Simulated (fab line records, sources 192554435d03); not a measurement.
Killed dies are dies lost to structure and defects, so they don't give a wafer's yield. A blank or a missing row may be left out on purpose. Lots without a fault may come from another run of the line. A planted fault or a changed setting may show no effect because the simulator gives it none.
Chamber matching | flow n5_finfet | N5_BEOL_M3_CO_CAP_55 on cvd_co-02: 3 sister chambers
The step material Co, precursor CCTBA/H2, target thk 2 nm, time 102.1 s. 14 wafers are shown with their chamber, then 7 later ones without.

WAFERS WITH THEIR CHAMBER
wafer  | chamber | run_length_s (s) | heater_power_w (W)
L885.3 | 2       | 125.1            | 219
L885.5 | 1       | 124.6            | 227
L886.1 | 0       | 126.2            | 215
L886.5 | 2       | 124.7            | 221
L887.1 | 2       | 125.4            | 224
L887.5 | 0       | 125.7            | 210
L896.1 | 1       | 123.7            | 224
L896.2 | 2       | 125.2            | 226
L896.5 | 2       | 124.8            | 222
L898.2 | 0       | 126.0            | 213
L898.3 | 1       | 123.7            | 222
L898.5 | 2       | 125.0            | 218
L901.1 | 0       | 125.7            | 214
L901.2 | 1       | 124.1            | 224

SIGNATURES (means of the wafers above)
reading        | chamber 0 | chamber 1 | chamber 2 | scatter within a chamber
run_length_s   | 125.900   | 124.025   | 125.033   | 0.311
heater_power_w | 213.00    | 224.25    | 221.67    | 2.56
Rule: a wafer's distance from a chamber is the root of the sum, over the readings, of the square of ((its reading less the chamber's mean) divided by the reading's scatter). The wafer belongs to the nearest chamber; if the next one is less than 2 further off, it can't be placed. The scatter: the root of (the sum of the squares of (reading less its chamber's mean) over the shown wafers, divided by (wafers less chambers)).

WAFERS WITHOUT THEIR CHAMBER
wafer  | run_length_s (s) | heater_power_w (W)
L901.5 | 125.4            | 217
L902.3 | 124.8            | 221
L902.4 | 125.8            | 217
L902.6 | 124.3            | 225
L903.3 | 125.2            | 217
L903.4 | 124.0            | 227
L903.5 | 124.8            | 226

WHICH CHAMBER EACH WENT THROUGH
wafer  | from the rows above     | in truth
L901.5 | can't be placed: 2 or 0 | 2
L902.3 | 2                       | 2
L902.4 | can't be placed: 0 or 2 | 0
L902.6 | can't be placed: 1 or 2 | 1
L903.3 | can't be placed: 2 or 0 | 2
L903.4 | 1                       | 1
L903.5 | can't be placed: 2 or 1 | 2
Placed correctly: 2 of 7. Can't be placed from these rows: 5 (the true chamber is among the candidates in 5). Placed wrongly: 0.
